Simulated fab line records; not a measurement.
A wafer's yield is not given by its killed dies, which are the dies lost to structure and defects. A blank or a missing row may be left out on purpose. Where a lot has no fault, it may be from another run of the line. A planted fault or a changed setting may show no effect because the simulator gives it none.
Struck lot and sound lot, side by side :: flow nandHarc :: 41 steps out of a route of 1302
Sound: these wafers, L633.1, L633.2, L633.6. Struck: wafer L627.3. (L627.5, L627.6 of the same lot were not struck and are left out.) The cause comes at the end.
Each step with rows lists, per side, the tool, then ch with its chambers, then its first start. Under that, the readings that differ: sound wafers :: struck wafers :: difference of the means :: sigmas: that difference in standard deviations of wafers without a fault.
alike: a reading whose means differ by less than 2 such deviations, as well as words and numbers matching on both sides. not compared: withheld readings; readings where some wafer has no value; bounds like >300 that might hide an equal value; numbers whose values overlap and for which the record gives no deviation.
The two part at a step that has a row with sigmas, a row that says differs or no value, or rows on one side only. Numbers that have no deviation but don't overlap get no sigmas and don't part them. Lack of a reading on every wafer of one side parts them only where that side has two or more wafers.

NHARC_THIN_TSV_DESCUM_14: chemistry O2, time 3 s.
  sound on rieDiel-02 ch 0,1,3, day 28 22:27; struck on rieDiel-13 ch 2, day 26 09:03
reading: oesProductAu (a.u.)
sound: 1.008 1.009 1.006
struck: 0.979
difference: -0.029
sigmas: -2
  alike: drypumpMotorCurrentA, rfVppV, showerheadPlenumPTorr, throttleValvePct
  not compared: rfHoursCounterH
NHARC_THIN_TSV_ETCH_44: etches the open film in CF4/O2, target depth 1594.2 nm, time 797.1 s.
  sound on rieDiel-02 ch 2,3, day 28 22:31; struck on rieDiel-13 ch 1, day 26 09:18
  alike: drypumpMotorCurrentA, oesProductAu, rfFwdPowerW, rfVppV, showerheadPlenumPTorr, throttleValvePct
  not compared: rfHoursCounterH
then, 1 step without rows for these wafers: NHARC_THIN_TSV_ETCH_15 (target depth 3000 nm, bosch target overetch cycles 2, bosch etch step 2.8 s).
NHARC_THIN_TSV_CD_MEAS_16:
  struck on cdSem-03, day 26 09:52; sound on cdSem-03, day 28 23:14
  alike: cdNm
NHARC_THIN_TSV_STRIP_45: strips in O2.
  sound on plasmaAsher-02 ch 0,1, day 28 23:19; struck on plasmaAsher-01 ch 1, day 26 10:05
  alike: drypumpMotorCurrentA, heaterPowerW
  not compared: rfHoursCounterH
then, 7 steps without rows for these wafers: NHARC_THIN_TSV_STRIP_46 (strips in post etch residue remover, time 1200 s); NHARC_THIN_TSV_DEP_47 (deposits SiO2, target thk 200 nm); NHARC_THIN_TSV_ETCHBACK_48 (etches the open film in C4F8/Ar, target depth 1028.5 nm, time 405.17 s); NHARC_THIN_TSV_STRIP_62 (strips in N2/H2, time 20 s); NHARC_THIN_TSV_DEGAS_49 (time 120 s); NHARC_THIN_TSV_PRE_CLEAN_50 (time 30 s); NHARC_THIN_TSV_PVD_19 (deposits TaN, target thk 20 nm).
NHARC_THIN_TSV_PVD_51: deposits Cu, target thk 100 nm.
  struck on pvdSputter-01, day 26 11:59; sound on pvdSputter-02, day 29 01:20
  alike: throttleValvePct
then, 4 steps without rows for these wafers: NHARC_THIN_TSV_ECD_20 (material Cu, target thk 2000 nm); NHARC_THIN_TSV_ANNEAL_52 (time 90 s); NHARC_THIN_TSV_CMP_21 (polishes, t overpolish 30 s, target thk 2000 nm); NHARC_THIN_TSV_SRD_23.
NHARC_THIN_TSV_DEGAS_53: time 60 s.
  struck on pvdSputter-02, day 26 13:44; sound on pvdSputter-03, day 29 03:02
  alike: heaterPowerW
then, 11 steps without rows for these wafers: NHARC_THIN_TSV_PRE_CLEAN_54 (time 30 s); NHARC_THIN_TSV_PVD_55 (deposits TiN, target thk 50 nm); NHARC_THIN_TSV_PVD_24 (deposits Al, target thk 800 nm); NHARC_THIN_TSV_DEHYDRATE_25 (time 120 s); NHARC_THIN_TSV_HMDS_26 (time 30 s); NHARC_THIN_TSV_COAT_27; NHARC_THIN_TSV_SOFTBAKE_28 (time 95 s); NHARC_THIN_TSV_EBR_29; NHARC_THIN_TSV_EXPOSE_30 (exposes mask PAD); NHARC_THIN_TSV_PEB_31 (peb time 85 s); NHARC_THIN_TSV_DEVELOP_32 (time 70 s).
NHARC_THIN_TSV_CD_MEAS_33 targets a cd of 5000 nm.
  sound on cdSem-02 ch 0, day 29 04:10; struck on cdSem-02 ch 0, day 26 14:52
  alike: cdNm
then, 1 step without rows for these wafers: NHARC_THIN_TSV_HARDBAKE_34 (time 80 s).
NHARC_THIN_TSV_DESCUM_35: chemistry O2, time 3 s.
  sound on rieDiel-13 ch 1,3, day 29 04:19; struck on rieDiel-02 ch 2, day 26 15:02
  alike: drypumpMotorCurrentA, oesProductAu, rfVppV, showerheadPlenumPTorr, throttleValvePct
  not compared: rfHoursCounterH
then, 4 steps without rows for these wafers: NHARC_THIN_TSV_ETCH_59 (etches the open film in Cl2/BCl3, target depth 880 nm, time 138.1 s); NHARC_THIN_TSV_ETCH_36 (etches the open film in Cl2/BCl3, target depth 65 nm, time 18.571 s); NHARC_THIN_TSV_STRIP_56 (strips in O2); NHARC_THIN_TSV_STRIP_57 (strips in post etch residue remover, time 1200 s).
NHARC_THIN_TSV_CD_MEAS_37:
  struck on cdSem-01, day 26 16:23; sound on cdSem-01, day 29 05:40
  alike: cdNm
then, 1 step without rows for these wafers: NHARC_THIN_TSV_ANNEAL_58 (time 1800 s).
NHARC_THIN_TSV_INSPECT_40:
  struck on defectInspect-02, day 26 20:54; sound on defectInspect-02, day 29 12:22
  alike: rawDefectCount
NHARC_END_WLT_00:
  the record holds rows for the sound wafers here (prober-02, day 29 12:26) but none for the struck ones
NHARC_END_SORT_01:
  sound on prober-02 ch 0, day 29 15:25; struck on prober-02 ch 0, day 27 01:34
reading: hold
sound: - - -
struck: awaitDispo/2.5h/release
difference: no value on the sound wafers
sigmas: 

reading: defectLimitedYield (%)
sound: 88.5 89.7 90.4
struck: 0
difference: -90
sigmas: -32

reading: killedAtOther
sound: 1 3 1
struck: 579
difference: +577
sigmas: +99 or more

reading: killedDies
sound: 78 70 65
struck: 677
difference: +606
sigmas: +32
  alike: killedAtArray, killedAtPeriphery, killedOpen, killedShort

WHERE THEY PART
Last at NHARC_END_SORT_01 as far as this record goes, first at NHARC_THIN_TSV_DESCUM_14.

WHY: the cause the simulator had injected
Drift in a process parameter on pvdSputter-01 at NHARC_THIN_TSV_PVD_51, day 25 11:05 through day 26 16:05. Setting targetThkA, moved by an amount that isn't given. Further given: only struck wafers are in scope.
